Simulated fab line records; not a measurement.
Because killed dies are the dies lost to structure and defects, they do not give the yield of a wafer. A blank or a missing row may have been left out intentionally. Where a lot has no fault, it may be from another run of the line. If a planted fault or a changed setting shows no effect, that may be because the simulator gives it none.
Comparing a struck lot with a sound one / flow n5Finfet / 15 steps out of a route of 1938
Sound: these wafers, L773.1, L773.3, L773.6. The struck wafers were L783.2, L783.3, L783.4. Last of all comes the cause.
Per side, at each step with rows, come the tool, then ch with its chambers, and then its first start. Under that, the readings that differ: sound wafers / struck wafers / difference of the means / sigmas: that difference in standard deviations of wafers without a fault.
alike: words and numbers the same on both sides, and readings whose means are apart by under 2 such deviations; not compared: readings that were withheld, readings missing a value for some wafer, numbers with overlapping values and no deviation given by the record, and bounds like >300 which may hide the same value.
The two part at a step that has a row with sigmas, a row that says differs or no value, or rows on one side only. Non-overlapping numbers with no deviation appear without sigmas and do not part them. A reading that every wafer of one side lacks parts them only if that side has two wafers or more.

N5_BEOL_M9_OCD_MEAS_38:
  sound on ocd-02, day 10 16:00; struck on ocd-01, day 13 08:42
  alike: trenchDepthNm
then, 4 steps without rows for these wafers: N5_BEOL_M9_HM_STRIP_39 (strips TiN in peroxide tin strip, target depth 25 nm, time 158 s); N5_BEOL_M9_SRD_40 (time 30 s); N5_BEOL_M9_PRECLEAN_42 (cleans in residue remover, time 60 s); N5_BEOL_M9_SRD_43 (time 30 s).
N5_BEOL_M9_CD_MEAS_35: target cd 70 nm, target cd y 40 nm.
  sound on cdSem-03, day 10 16:15; struck on cdSem-03, day 13 08:51
reading=cdNm (nm); sound=70.7 71.0 70.2; struck=69.5 68.9 69.3; difference=-1.4; sigmas=-3
N5_BEOL_M9_CURE_72: cures SiCOH lowk, time 120 s.
  sound on uvCure-02 ch 0, day 10 16:17; struck on uvCure-03 ch 2, day 13 08:56
  alike: lampPowerPct, wafer_temp_C_max
N5_BEOL_M9_DEGAS_44: time 60 s.
  sound on pvdSputter-02, day 10 17:07; struck on pvdSputter-03, day 13 09:32
  alike: heaterPowerW
N5_BEOL_M9_PRE_CLEAN_45: time 30 s.
  sound on pvdSputter-02, day 10 17:09; struck on pvdSputter-03, day 13 09:34
  alike: heaterPowerW
N5_BEOL_M9_ALD_74: deposits TaN, target thk 2 nm, pulse time 2 s, purge time 3 s.
  sound on aldMetal-03 ch 0,3, day 10 17:17; struck on aldMetal-02 ch 2,3, day 13 09:38
  alike: heaterPowerW
N5_BEOL_M9_SURFACE_TREAT_79:
  sound on pvdSputter-03, day 10 17:38; struck on pvdSputter-03, day 13 09:56
  not compared: throttleValvePct
then, 1 step without rows for these wafers: N5_BEOL_M9_CVD_78 (deposits Co from CCTBA/H2, target thk 2 nm, time 138.9 s).
N5_BEOL_M9_SPUTTER_48: material Cu, target thk 12 nm, time 2 s.
  sound on pvdSputter-02, day 10 18:03; struck on pvdSputter-02, day 13 10:17
reading=cathodeDcPowerW (W); sound=25985 25994 25997; struck=20581 20590 20578; difference=-5409; sigmas=-99 or more
  alike: throttleValvePct
then, 1 step without rows for these wafers: N5_BEOL_M9_ECD_50 (material Cu, target thk 318 nm).
-- record jumps: 2 days separate the struck wafers' starts on either side; left off in module BEOL_M9, taken up again in module PASSIVATION, whose first shown step is the route's number 1936 --
N5_PASSIVATION_PROBE_49:
  sound on prober-02, day 13 04:49; struck on prober-01, day 15 18:16
reading=sort_bin_5_function (%); sound=4.0 4.9 4.9; struck=5.7 8.6 6.0; difference=+2.2; sigmas=+2
  alike: defectLimitedYield, killed_at_M0_to_M3, killed_at_M4_up, killedAtContacts, killedAtFrontEnd, killedAtOther, killedDies, killedOpen, killedShort, sort_bin_6_memory, sortNPass, sortYieldPct

## WHERE THEY PART
Last at N5_PASSIVATION_PROBE_49 as far as this record goes, first at N5_BEOL_M9_CD_MEAS_35.

WHY: what had been put in by the simulator
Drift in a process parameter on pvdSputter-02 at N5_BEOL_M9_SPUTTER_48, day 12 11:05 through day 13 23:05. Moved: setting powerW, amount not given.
